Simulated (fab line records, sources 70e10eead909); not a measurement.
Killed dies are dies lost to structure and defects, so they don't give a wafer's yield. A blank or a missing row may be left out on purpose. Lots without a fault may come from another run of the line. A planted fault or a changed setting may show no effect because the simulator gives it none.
fab line records | flow nand_harc
record lots=24 wafers=72 last_day=26
route steps=1159 shown A_STAIRCASE@692 A_SGD_CUT@763 A_WL_FILL@825
lots that met no fault: from a run of the same line without faults
start_h: hours from the record's first day to the start of the lot's first wafer shown | wait_h: hours since the lot's step before | " the same as in the row above | L1.1+2: a row that stands for several wafers | - no value, or no start given | * or withheld: withheld | < > ~ a bound
route shown NAME@n: a module of which the file shows steps, and the number in the route of the first | usual: mean/standard deviation of fault-free wafers | same: alike in all rows | chamber/n: place in a boat | sites: the reading at each site | _std_site: their standard deviation | _edge_site: outer sites' mean less inner sites' | radius_mm: how far each site lies from the wafer's centre | mask NAME#n: copy n | behind: the tool/chamber that last shaped the wafer | hold: why the lot was held/for how many hours/how that ended | device: the transistor (n, p or np) that didn't switch | end of line: the same wafers' tests at the end of the route | a step without rows: its recipe alone | killed: dies lost to structure and defects at the first sort, not the wafer's yield | map: a wafer's dies, x killed, . not, _ none there
set.NAME: the setting as run; set.NAME@STEP: as run at that earlier step | model.NAME: the simulator's own value behind a step, which no gauge read
steps of the route over a sample of lots; a table a step, a row a wafer
services: from which hour (start_h, from the record's first day; less than 0 if before it) a tool's chamber was out of use, for how many hours, and why
## steps
# step NHARC_A_STAIRCASE_ETCH_315
# recipe target_depth_a=25000 time_s=607.1 ion_energy_ev=800 c4f8_flow_sccm=80 o2_flow_sccm=60 ar_flow_sccm=withheld rf_w=600 bias_w=3000 chemistry=C4F8/O2/Ar
# usual oes_product_au=0.936/0.012 rf_vpp_V=1831/9.2
# same time_s=607.1
# columns lot.wafer tool chamber start_h wait_h oes_product_au rf_hours_counter_h rf_vpp_V
L074.1 rie_diel-12 1 - - 0.935 20 1834
L074.3 " 2 " " 0.929 18 1840
L074.6 " 1 " " 0.938 - 1833
L075.4 rie_diel-12 0 - - 0.960 24 1824
L075.3 " 1 " " 0.933 23 1835
L075.5 " 1 " " 0.946 - 1834
L076.1 rie_diel-07 2 - - 0.939 10 1837
L076.3 " 3 " " 0.921 10 1845
L076.6 " 2 " " 0.930 - 1838
L077.3 rie_diel-07 3 - - 0.924 12 1845
L077.5 " 3 " " 0.922 - 1845
L077.6 " 0 " " 0.916 - 1819
L078.1 rie_diel-12 1 - - 0.935 26 1834
L078.3 " 2 " " 0.935 24 1840
L078.5 " 3 " " 0.954 - 1833
L079.4 rie_diel-07 3 - - 0.941 15 1843
L079.3 " 0 " " 0.936 15 1818
L079.2 " 2 " " 0.946 16 1838
L082.3 rie_diel-12 0 - - 0.974 36 1824
L082.5 " 3 " " 0.945 - 1833
L082.6 " 0 " " 0.961 - 1825
L080.1 rie_diel-11 0 - - 0.932 44 1831
L080.4 " 2 " " 0.934 43 1809
L080.5 " 0 " " 0.937 - 1830
L083.1 rie_diel-07 0 - - 0.918 31 1817
L083.3 " 1 " " 0.934 31 1819
L083.5 " 3 " " 0.929 - 1845
L081.4 rie_diel-07 2 - - 0.924 29 1839
L081.5 " 2 " " 0.933 - 1838
L081.6 " 3 " " 0.914 - 1843
L084.1 rie_diel-12 3 - - 0.939 41 1833
L084.3 " 2 " " 0.913 39 1839
L084.6 " 3 " " 0.940 - 1833
L086.4 rie_diel-07 3 - - 0.929 34 1843
L086.3 " 0 " " 0.924 38 1818
L086.2 " 2 " " 0.933 34 1835
L087.3 rie_diel-07 2 - - 0.934 34 1836
L087.1 " 1 " " 0.924 39 1820
L087.5 " 3 " " 0.912 - 1842
L085.4 rie_diel-11 0 - - 0.946 55 1829
L085.3 " 1 " " 0.934 55 1835
L085.6 " 3 " " 0.937 - 1832
L089.2 rie_diel-07 3 - - 0.928 37 1843
L089.1 " 0 " " 0.929 41 1818
L089.5 " 1 " " 0.944 - 1818
L088.1 rie_diel-12 3 - - 0.931 46 1833
L088.2 " 1 " " 0.936 48 1834
L088.6 " 0 " " 0.944 - 1823
L090.1 rie_diel-12 1 - - 0.941 50 1833
L090.3 " 2 " " 0.925 45 1839
L090.6 " 1 " " 0.921 - 1833
L091.4 rie_diel-12 3 - - 0.933 50 1833
L091.3 " 2 " " 0.923 48 1839
L091.5 " 0 " " 0.948 - 1824
L094.1 rie_diel-12 3 - - 0.949 52 1833
L094.4 " 0 " " 0.938 57 1825
L094.6 " 1 " " 0.917 - 1833
L092.2 rie_diel-11 3 - - 0.953 3 1832
L092.3 " 1 " " 0.927 4 1837
L092.5 " 2 " " 0.942 - 1847
L095.2 rie_diel-07 2 - - 0.947 52 1837
L095.1 " 0 " " 0.935 58 1817
L095.4 " 0 " " 0.935 - 1817
L093.4 rie_diel-11 2 - - 0.939 4 1847
L093.5 " 1 " " 0.912 - 1838
L093.6 " 2 " " 0.955 - 1848
L096.3 rie_diel-12 3 - - 0.959 2 1834
L096.5 " 0 " " 0.942 - 1823
L096.6 " 1 " " 0.944 - 1833
L097.2 rie_diel-07 3 - - 0.951 0 1843
L097.1 " 0 " " 0.946 0 1816
L097.6 " 2 " " 0.961 - 1837
# step NHARC_A_STAIRCASE_DEP_322
# recipe target_thk_a=38000 temp_c=400 target_thk_nm=3800 teos_flow_sccm=200 rf_w=500 material=SiO2
# usual heater_power_w=682/80 mfc_precursor_sccm=200.0/0.62
# columns lot.wafer tool chamber start_h wait_h heater_power_w mfc_precursor_sccm
L074.3 pecvd-03 0 288.61 0.2 687 199.7
L074.1 " 1 " " 714 199.9
L074.6 " 0 " " 650 199.5
L076.1 pecvd-02 0 293.89 0.1 720 200.3
L076.3 " 2 " " 508 200.6
L076.6 " 0 " " 589 199.5
L075.3 pecvd-01 0 294.46 0.6 705 200.0
L075.4 " 1 " " 595 199.5
L075.5 " 2 " " 719 199.9
L078.1 pecvd-03 2 305.48 0.1 749 200.2
L078.3 " 1 " " 771 201.2
L078.5 " 0 " " 638 200.4
L077.3 pecvd-01 2 305.67 0.3 881 200.8
L077.5 " 0 " " 657 199.7
L077.6 " 1 " " 601 199.1
L079.2 pecvd-03 1 310.21 0.1 820 200.2
L079.3 " 0 " " 777 200.1
L079.4 " 1 " " 654 200.1
L082.3 pecvd-02 1 334.00 0.2 754 200.0
L082.6 " 0 " " 603 199.0
L082.5 " 1 " " 627 199.5
L080.1 pecvd-03 1 339.67 0.1 678 200.2
L080.5 " 1 " " 639 199.4
L080.4 " 2 " " 628 199.8
L083.3 pecvd-01 2 345.80 0.2 867 199.5
L083.1 " 0 " " 772 200.6
L083.5 " 2 " " 761 199.5
L084.1 pecvd-03 1 351.75 0.2 793 200.9
L084.3 " 1 " " 663 200.1
L084.6 " 1 " " 659 200.3
L081.5 pecvd-01 2 351.89 0.3 752 199.9
L081.4 " 0 " " 644 199.4
L081.6 " 1 " " 605 200.0
L087.3 pecvd-03 1 360.51 0.1 822 199.5
L087.1 " 2 " " 753 199.9
L087.5 " 1 " " 665 199.0
L086.2 pecvd-01 0 360.52 0.1 712 199.7
L086.3 " 2 " " 909 201.2
L086.4 " 1 " " 601 200.4
L085.3 pecvd-02 2 360.60 0.2 569 200.0
L085.6 " 1 " " 596 199.6
L085.4 " 2 " " 561 199.6
L088.2 pecvd-03 1 371.64 0.1 806 200.1
L088.1 " 0 " " 795 199.3
L088.6 " 2 " " 619 199.8
L089.1 pecvd-01 1 371.65 0.1 670 199.3
L089.2 " 0 " " 723 200.4
L089.5 " 0 " " 656 199.3
L090.3 pecvd-03 1 377.50 0.2 733 199.5
L090.1 " 2 " " 718 200.1
L090.6 " 1 " " 653 199.2
L091.3 pecvd-03 2 384.29 0.3 669 200.5
L091.5 " 0 " " 628 200.2
L091.4 " 2 " " 605 199.9
L094.1 pecvd-02 1 394.25 0.2 709 200.4
L094.6 " 0 " " 637 201.0
L094.4 " 1 " " 597 199.6
L092.3 pecvd-03 0 404.16 0.1 759 199.3
L092.2 " 2 " " 706 198.9
L092.5 " 2 " " 604 199.4
L095.2 pecvd-01 1 404.16 0.1 728 199.9
L095.1 " 0 " " 699 201.0
L095.4 " 0 " " 644 201.4
L093.4 pecvd-01 1 412.80 0.4 613 197.8
L093.6 " 1 " " 602 199.4
L093.5 " 0 " " 624 200.3
L096.3 pecvd-03 2 422.96 0.3 759 199.4
L096.6 " 0 " " 647 199.8
L096.5 " 2 " " 617 200.9
L097.2 pecvd-02 0 439.81 0.1 797 199.8
L097.1 " 1 " " 685 200.3
L097.6 " 2 " " 550 200.1
# step NHARC_A_STAIRCASE_DEP_471
# recipe target_thk_a=1000 temp_c=400 pressure_torr=6.5 rf_w=900 teos_flow_sccm=161.4 flow_sccm=2650 target_thk_nm=100 gas=O2 material=SiO2
# usual chamber_pressure_Torr=6.499/0.015 heater_power_w=588/71 mfc_precursor_sccm=161.4/0.49 throttle_valve_pct=15.6/0.71
# columns lot.wafer tool chamber start_h wait_h chamber_pressure_Torr heater_power_w mfc_precursor_sccm throttle_valve_pct
L074.3 pecvd-03 1 311.35 - 6.503 553 161.4 15.2
L074.1 " 2 " " 6.484 568 161.3 16.6
L074.6 " 0 " " 6.497 524 161.7 15.6
L075.3 pecvd-02 2 313.29 - 6.501 509 160.8 15.0
L075.5 " 2 " " 6.514 513 159.9 14.8
L075.4 " 0 " " 6.476 493 161.2 15.2
L076.3 pecvd-01 1 313.58 - 6.473 571 161.4 15.0
L076.1 " 2 " " 6.486 747 161.2 16.4
L076.6 " 1 " " 6.505 579 161.0 15.1
L078.1 pecvd-02 1 326.06 - 6.491 596 160.6 16.0
L078.3 " 2 " " 6.525 490 161.4 14.8
L078.5 " 0 " " 6.489 498 161.7 15.4
L077.3 pecvd-01 1 327.24 - 6.495 527 161.5 15.3
L077.5 " 1 " " 6.488 528 161.6 15.1
L077.6 " 2 " " 6.490 766 161.3 16.2
L079.3 pecvd-03 1 331.05 - 6.504 549 161.7 15.1
L079.2 " 0 " " 6.527 617 161.1 15.8
L079.4 " 0 " " 6.505 604 161.6 15.7
L082.3 pecvd-01 0 355.49 - 6.492 677 161.3 16.5
L082.6 " 0 " " 6.492 663 161.2 16.0
L082.5 " 2 " " 6.499 615 161.5 16.0
L080.1 pecvd-01 2 362.98 - 6.513 701 161.8 16.2
L080.5 " 1 " " 6.518 485 161.3 15.2
L080.4 " 0 " " 6.526 629 160.6 16.2
L083.3 pecvd-03 0 370.42 - 6.495 657 161.4 16.1
L083.1 " 1 " " 6.489 652 161.1 15.4
L083.5 " 2 " " 6.522 579 160.8 16.7
L084.1 pecvd-02 0 372.05 - 6.503 602 160.7 14.4
L084.3 " 1 " " 6.462 503 161.2 15.7
L084.6 " 2 " " 6.495 455 161.7 14.4
L081.5 pecvd-02 2 372.28 - 6.499 533 160.4 14.5
L081.4 " 0 " " 6.484 538 161.1 14.4
L081.6 " 1 " " 6.485 488 161.1 15.9
L085.3 pecvd-02 2 380.64 - 6.507 513 160.5 14.4
L085.6 " 1 " " 6.505 586 160.6 16.2
L085.4 " 2 " " 6.507 521 160.3 14.3
L087.3 pecvd-01 1 380.69 - 6.498 603 160.4 15.3
L087.1 " 2 " " 6.509 773 161.7 16.3
L087.5 " 1 " " 6.477 596 161.2 15.2
L086.3 pecvd-02 2 381.09 - 6.506 473 160.8 14.3
L086.2 " 0 " " 6.474 504 161.1 14.2
L086.4 " 1 " " 6.510 584 161.1 15.9
L088.2 pecvd-03 2 394.51 - 6.498 624 161.5 16.7
L088.1 " 0 " " 6.517 652 161.2 15.8
L088.6 " 2 " " 6.490 637 161.9 16.7
L089.1 pecvd-01 1 394.55 - 6.504 520 161.6 14.9
L089.2 " 1 " " 6.490 524 162.0 15.3
L089.5 " 1 " " 6.505 556 161.0 15.2
L090.1 pecvd-01 1 402.12 - 6.479 606 161.3 15.3
L090.3 " 0 " " 6.484 644 160.8 16.4
L090.6 " 0 " " 6.489 628 161.3 16.4
L091.3 pecvd-03 1 402.51 - 6.496 535 161.3 15.3
L091.5 " 1 " " 6.498 552 162.3 15.3
L091.4 " 2 " " 6.517 600 161.9 16.7
L094.1 pecvd-03 1 421.15 - 6.494 578 161.5 15.5
L094.4 " 0 " " 6.501 537 161.6 15.8
L094.6 " 1 " " 6.491 583 161.3 15.4
L092.3 pecvd-03 1 431.69 - 6.543 636 161.0 15.6
L092.2 " 2 " " 6.515 579 161.7 16.9
L092.5 " 0 " " 6.475 631 161.9 15.8
L095.2 pecvd-02 2 432.10 - 6.501 463 162.3 14.4
L095.1 " 0 " " 6.521 633 161.1 14.7
L095.4 " 2 " " 6.500 471 161.9 14.5
L093.5 pecvd-01 2 442.52 - 6.490 728 160.7 16.0
L093.4 " 0 " " 6.503 631 162.3 15.6
L093.6 " 1 " " 6.491 568 161.4 15.1
L096.3 pecvd-03 0 450.71 - 6.523 569 161.6 15.9
L096.6 " 2 " " 6.533 566 161.8 16.7
L096.5 " 0 " " 6.469 567 161.5 16.0
L097.2 pecvd-01 2 464.27 - 6.506 711 160.9 16.1
L097.1 " 1 " " 6.510 597 161.8 15.2
L097.6 " 0 " " 6.508 687 160.7 16.1
# step NHARC_A_SGD_CUT_ETCH_59
# recipe target_depth_a=2600 over_etch_frac=0.25 time_s=406.25 ion_energy_ev=200 n2_flow_sccm=150 h2_flow_sccm=150 ar_flow_sccm=0 rf_w=400 bias_w=150 chemistry=N2/H2
# usual drypump_motor_current_A=5.6/0.41 oes_product_au=0.998/0.012 rf_vpp_V=430.2/3 showerhead_plenum_p_Torr=2.03/0.1 throttle_valve_pct=14.171/0.0089
# same time_s=406.25
# columns lot.wafer tool chamber start_h wait_h drypump_motor_current_A oes_product_au rf_hours_counter_h rf_vpp_V showerhead_plenum_p_Torr throttle_valve_pct
L074.3 rie_diel-08 2 - - 6.1 0.981 0 430.4 2.02 14.168
L074.1 " 3 " " 5.4 0.984 0 427.3 1.90 14.167
L074.6 " 3 " " 5.4 0.981 - 428.3 1.90 14.170
L075.4 rie_diel-08 1 - - 5.8 1.007 0 435.7 2.19 14.183
L075.3 " 3 " " 5.4 0.995 0 427.3 1.90 14.174
L075.5 " 2 " " 6.0 1.000 - 429.0 2.02 14.174
L076.1 rie_diel-04 3 - - 6.5 0.988 2 431.9 2.08 14.175
L076.3 " 1 " " 5.0 1.032 2 430.7 2.00 14.157
L076.6 " 0 " " 5.3 1.002 - 428.9 1.95 14.169
L078.3 rie_diel-04 3 - - 6.5 0.984 3 432.5 2.08 14.164
L078.1 " 0 " " 5.3 1.004 3 428.8 1.95 14.174
L078.5 " 3 " " 6.5 0.992 - 430.6 2.08 14.177
L077.3 rie_diel-01 2 329.30 0.3 5.7 0.991 - 435.1 2.19 14.183
L077.5 " 3 " " 5.8 1.007 - 429.0 1.97 14.194
L077.6 " 2 " " 5.7 1.000 - 434.9 2.18 14.178
L079.2 rie_diel-08 3 - - 5.4 0.995 1 427.1 1.90 14.167
L079.3 " 2 " " 6.1 0.996 2 430.2 2.02 14.168
L079.4 " 1 " " 5.8 1.004 - 434.7 2.18 14.170
L082.3 rie_diel-01 3 - - 5.8 1.019 4 427.0 1.97 14.163
L082.5 " 3 " " 5.8 1.005 - 428.1 1.97 14.168
L082.6 " 0 " " 4.9 1.012 - 430.9 2.04 14.192
L080.1 rie_diel-01 2 - - 5.7 1.004 5 435.5 2.18 14.182
L080.4 " 3 " " 5.8 1.007 6 427.9 1.97 14.176
L080.5 " 2 " " 5.7 0.996 - 433.9 2.18 14.169
L083.1 rie_diel-08 3 - - 5.4 0.981 5 425.7 1.90 14.154
L083.3 " 1 " " 5.8 0.996 4 433.4 2.18 14.155
L083.5 " 2 " " 6.0 0.990 - 429.5 2.02 14.199
L084.1 rie_diel-08 0 - - 5.8 1.006 3 429.4 1.96 14.177
L084.3 " 2 " " 6.0 0.996 5 429.4 2.02 14.157
L084.6 " 3 " " 5.4 0.993 - 425.8 1.90 14.179
L081.4 rie_diel-01 1 374.25 0.3 5.2 0.986 - 428.1 1.95 14.171
L081.5 " 0 " " 4.9 1.020 - 431.1 2.04 14.186
L081.6 " 1 " " 5.2 0.988 - 428.2 1.95 14.167
L085.3 rie_diel-04 1 - - 5.0 1.018 8 429.5 2.00 14.175
L085.4 " 2 " " 5.3 1.011 8 433.0 2.15 14.172
L085.6 " 0 " " 5.3 0.998 - 428.1 1.95 14.174
L087.3 rie_diel-01 2 - - 5.7 1.000 7 434.6 2.18 14.195
L087.1 " 3 " " 5.8 1.011 8 427.3 1.96 14.168
L087.5 " 2 " " 5.7 1.000 - 434.8 2.18 14.184
L086.4 rie_diel-08 2 - - 6.1 0.996 5 430.5 2.02 14.163
L086.3 " 3 " " 5.4 0.977 5 425.8 1.90 14.169
L086.2 " 0 " " 5.9 1.001 3 427.9 1.96 14.166
L088.1 rie_diel-08 3 - - 5.4 1.001 6 426.0 1.90 14.174
L088.2 " 0 " " 5.9 0.999 4 429.2 1.96 14.175
L088.6 " 3 " " 5.4 1.009 - 425.6 1.90 14.169
L089.1 rie_diel-08 1 - - 5.8 1.016 6 435.2 2.18 14.173
L089.2 " 2 " " 6.0 0.991 6 431.8 2.02 14.170
L089.5 " 3 " " 5.4 0.987 - 426.0 1.89 14.169
L090.3 rie_diel-01 0 - - 5.0 1.007 10 430.3 2.04 14.157
L090.1 " 3 " " 5.8 0.995 10 427.4 1.96 14.165
L090.6 " 1 " " 5.2 0.992 - 428.6 1.95 14.168
L091.4 rie_diel-01 1 - - 5.2 1.008 11 427.0 1.95 14.157
L091.3 " 0 " " 4.9 1.010 11 429.8 2.04 14.164
L091.5 " 1 " " 5.2 0.996 - 427.2 1.95 14.167
L094.1 rie_diel-04 2 - - 5.3 1.014 12 433.7 2.15 14.167
L094.4 " 3 " " 6.5 0.996 13 432.0 2.08 14.182
L094.6 " 3 " " 6.6 0.994 - 431.6 2.08 14.183
L092.2 rie_diel-01 1 - - 5.2 0.988 14 426.3 1.95 14.168
L092.3 " 3 " " 5.8 1.007 14 428.8 1.96 14.171
L092.5 " 1 " " 5.2 1.001 - 428.4 1.95 14.183
L095.1 rie_diel-08 0 - - 5.8 0.993 7 427.1 1.96 14.180
L095.4 " 1 " " 5.8 0.993 9 434.9 2.18 14.161
L095.2 " 2 " " 6.1 0.970 9 430.6 2.02 14.163
L093.4 rie_diel-08 2 - - 6.0 0.986 9 429.4 2.02 14.176
L093.6 " 0 " " 5.8 1.007 - 428.7 1.96 14.162
L093.5 " 1 " " 5.8 1.002 - 435.0 2.18 14.171
L096.3 rie_diel-08 3 - - 5.4 0.995 10 426.5 1.89 14.158
L096.6 " 1 " " 5.8 1.018 - 434.9 2.18 14.168
L096.5 " 2 " " 6.1 0.966 - 430.0 2.02 14.164
L097.2 rie_diel-08 3 - - 5.4 0.989 10 427.1 1.89 14.182
L097.1 " 0 " " 5.8 0.999 8 427.6 1.96 14.174
L097.6 " 1 " " 5.8 1.005 - 434.6 2.18 14.164
# step NHARC_A_SGD_CUT_THK_MEAS_22
# recipe thk_meas_gauge=ellipsometry
# usual thk_nm=148.7/1.5
# columns lot.wafer tool chamber start_h wait_h thk_nm
L076.1 film_metro-02 - 318.79 0.2 147.0
L076.3 " - " " 149.2
L076.6 " - " " 149.7
L074.1 film_metro-01 - 318.79 0.2 149.2
L074.3 " - " " 148.0
L074.6 " - " " 151.5
L075.3 film_metro-02 - 318.79 0.2 148.1
L075.4 " - " " 150.6
L075.5 " - " " 149.1
L078.1 film_metro-02 - 334.20 0.2 151.0
L078.3 " - " " 146.1
L078.5 " - " " 152.2
L077.3 film_metro-02 - 334.20 0.2 148.1
L077.5 " - " " 148.2
L077.6 " - " " 148.4
L079.2 film_metro-02 - 338.75 0.2 147.0
L079.3 " - " " 146.9
L079.4 " - " " 148.7
L082.3 film_metro-02 - 365.32 0.2 149.3
L082.5 " - " " 150.0
L082.6 " - " " 147.1
L080.1 film_metro-01 - 372.09 0.2 149.8
L080.4 " - " " 148.6
L080.5 " - " " 150.2
L083.1 film_metro-02 - 377.97 0.2 146.6
L083.3 " - " " 150.3
L083.5 " - " " 149.1
L081.4 film_metro-01 - 377.97 0.2 150.0
L081.5 " - " " 151.3
L081.6 " - " " 147.7
L084.1 film_metro-01 - 378.12 0.2 147.1
L084.3 " - " " 148.3
L084.6 " - " " 148.5
L087.1 film_metro-02 - 390.27 0.2 149.7
L087.3 " - " " 147.7
L087.5 " - " " 148.1
L085.3 film_metro-01 - 390.27 0.2 150.1
L085.4 " - " " 148.4
L085.6 " - " " 147.6
L086.2 film_metro-02 - 390.28 0.2 148.8
L086.3 " - " " 147.3
L086.4 " - " " 148.3
L088.1 film_metro-02 - 402.60 0.2 153.2
L088.2 " - " " 150.3
L088.6 " - " " 149.5
L089.1 film_metro-01 - 402.61 0.2 146.6
L089.2 " - " " 146.6
L089.5 " - " " 146.9
L090.1 film_metro-01 - 411.16 0.2 147.8
L090.3 " - " " 149.3
L090.6 " - " " 149.0
L091.3 film_metro-02 - 411.17 0.2 150.1
L091.4 " - " " 149.1
L091.5 " - " " 150.4
L094.1 film_metro-01 - 430.08 0.2 147.4
L094.4 " - " " 145.8
L094.6 " - " " 149.7
L095.1 film_metro-01 - 439.72 0.2 145.2
L095.2 " - " " 144.5
L095.4 " - " " 147.2
L092.2 film_metro-02 - 439.73 0.2 150.1
L092.3 " - " " 150.3
L092.5 " - " " 150.8
L093.4 film_metro-02 - 449.79 0.2 150.1
L093.5 " - " " 147.0
L093.6 " - " " 148.9
L096.3 film_metro-01 - 459.37 0.2 149.8
L096.5 " - " " 151.4
L096.6 " - " " 148.0
L097.1 film_metro-02 - 472.88 0.2 149.0
L097.2 " - " " 149.8
L097.6 " - " " 147.5
# step NHARC_A_WL_FILL_ETCHBACK_17
# recipe target_depth_a=40 time_s=26.7 chemistry=Cl2/BCl3
# usual drypump_motor_current_A=5.3/0.33 he_backside_leak_sccm=3.39/0.22 oes_product_au=1.000/0.0093
# same time_s=26.7
# columns lot.wafer tool chamber start_h wait_h drypump_motor_current_A he_backside_leak_sccm oes_product_au rf_hours_counter_h
L074.1 rie_metal-02 0 351.93 - 5.5 3.21 1.003 3.5
L074.3 " 0 " " 5.5 3.12 1.005 -
L074.6 " 1 " " 5.8 3.64 1.014 -
L076.1 rie_metal-03 1 353.98 - 4.9 3.24 0.993 1.9
L076.3 " 0 " " 5.5 3.63 1.000 -
L076.6 " 0 " " 5.5 3.44 1.009 -
L075.3 rie_metal-01 0 356.88 - 5.0 3.82 0.992 -
L075.4 " 0 " " 5.0 3.93 1.004 -
L075.5 " 0 " " 5.0 3.83 0.989 -
L078.1 rie_metal-03 1 369.45 - 4.9 3.33 1.005 2.7
L078.3 " 0 " " 5.6 3.10 1.005 -
L078.5 " 0 " " 5.5 3.31 1.003 -
L077.3 rie_metal-01 0 372.45 - 5.0 3.58 0.997 -
L077.5 " 0 " " 5.0 3.33 0.990 -
L077.6 " 1 " " 5.1 3.34 0.999 -
L079.2 rie_metal-03 0 373.05 - 5.5 3.24 0.999 2.7
L079.3 " 0 " " 5.5 3.39 0.998 -
L079.4 " 1 " " 4.9 3.19 0.994 -
L080.1 rie_metal-01 0 400.98 - 5.0 3.79 0.988 1.9
L080.4 " 0 " " 5.0 3.60 0.998 -
L080.5 " 1 " " 5.1 3.50 1.002 -
L082.3 rie_metal-02 0 401.04 - 5.5 3.15 0.983 -
L082.5 " 0 " " 5.5 3.23 0.988 -
L082.6 " 1 " " 5.8 3.18 1.010 -
L084.1 rie_metal-01 0 409.92 - 5.0 3.63 0.999 2.0
L084.3 " 1 " " 5.1 3.70 1.020 -
L084.6 " 0 " " 4.9 3.59 1.007 -
L081.4 rie_metal-02 1 410.02 - 5.8 3.57 0.993 -
L081.5 " 1 " " 5.8 3.66 1.005 -
L081.6 " 0 " " 5.5 3.12 0.992 -
L083.1 rie_metal-03 0 410.04 - 5.5 3.43 1.006 3.5
L083.3 " 0 " " 5.5 3.28 0.999 -
L083.5 " 1 " " 4.9 3.34 0.996 -
L087.1 rie_metal-03 1 426.69 - 4.9 3.06 0.999 4.0
L087.3 " 0 " " 5.5 3.31 1.005 -
L087.5 " 0 " " 5.6 3.24 1.009 -
L085.3 rie_metal-01 0 426.71 - 4.9 3.51 0.996 -
L085.4 " 1 " " 5.1 3.56 1.008 -
L085.6 " 0 " " 4.9 3.79 1.007 -
L086.2 rie_metal-02 1 426.75 0.1 5.7 3.38 0.999 1.0
L086.4 " 0 " " 5.6 2.94 0.998 -
L086.3 " 1 " " 5.7 3.47 1.001 -
L088.2 rie_metal-02 0 436.58 - 5.5 3.12 0.982 1.3
L088.1 " 1 " " 5.8 3.49 1.004 1.3
L088.6 " 1 " " 5.7 3.74 1.003 -
L089.2 rie_metal-03 0 436.60 - 5.5 3.42 1.006 4.5
L089.1 " 1 " " 4.9 3.11 0.991 4.5
L089.5 " 0 " " 5.5 3.13 1.012 -
L090.1 rie_metal-02 0 452.37 0.1 5.5 3.24 0.980 1.6
L090.3 " 0 " " 5.6 3.20 0.989 -
L090.6 " 0 " " 5.5 3.13 0.986 -
L091.4 rie_metal-02 0 455.46 0.1 5.6 3.10 0.996 -
L091.3 " 1 " " 5.7 3.64 1.016 -
L091.5 " 0 " " 5.5 3.22 0.986 -
L094.1 rie_metal-03 0 463.50 - 5.5 3.26 1.007 0
L094.4 " 1 " " 4.9 3.17 0.983 -
L094.6 " 1 " " 4.9 3.11 0.978 -
L095.2 rie_metal-01 0 470.48 - 5.0 3.64 0.990 3.9
L095.1 " 1 " " 5.1 3.67 1.005 3.3
L095.4 " 0 " " 5.0 3.62 1.004 -
L092.2 rie_metal-02 0 470.51 - 5.6 3.10 1.000 2.0
L092.3 " 1 " " 5.8 3.54 1.005 -
L092.5 " 1 " " 5.8 3.52 0.995 -
L093.4 rie_metal-02 1 489.27 - 5.7 3.35 1.003 -
L093.6 " 1 " " 5.7 3.55 0.990 -
L093.5 " 0 " " 5.5 3.05 1.000 -
L096.3 rie_metal-01 1 492.34 - 5.1 3.58 1.022 -
L096.6 " 1 " " 5.1 3.78 1.017 -
L096.5 " 0 " " 4.9 3.40 1.000 -
L097.1 rie_metal-02 0 504.89 - 5.5 3.32 0.989 2.4
L097.2 " 1 " " 5.8 3.48 1.016 2.4
L097.6 " 1 " " 5.8 3.39 1.006 -
## services
# columns tool chamber start_h hours kind
rie_diel-12 3 258.47 5.0 repair
rie_metal-02 - 261.05 1.8 repair
rie_diel-08 1 261.65 8.0 repair
pecvd-03 - 269.57 2.2 repair
rie_diel-08 0 282.47 9.4 repair
pecvd-03 - 292.23 13.0 pm
rie_metal-02 - 297.34 1.0 repair
rie_diel-08 - 301.80 9.0 pm
rie_diel-08 0 331.78 9.1 repair
pecvd-02 - 334.47 13.0 pm
pecvd-03 0 344.95 10.4 repair
rie_diel-08 0 359.31 13.6 repair
rie_diel-07 3 371.03 30.2 repair
rie_diel-12 - 379.45 9.0 pm
pecvd-01 0 388.09 12.3 repair
rie_metal-02 - 388.12 9.0 pm
pecvd-01 2 389.13 18.7 repair
pecvd-03 - 391.36 1.3 repair
pecvd-01 2 412.07 6.6 repair
pecvd-01 - 418.40 13.0 pm
rie_diel-08 0 470.65 3.2 repair
pecvd-03 - 473.23 13.0 pm
rie_diel-08 0 476.87 1.5 repair
rie_diel-08 - 478.80 9.0 pm
## key
fault none
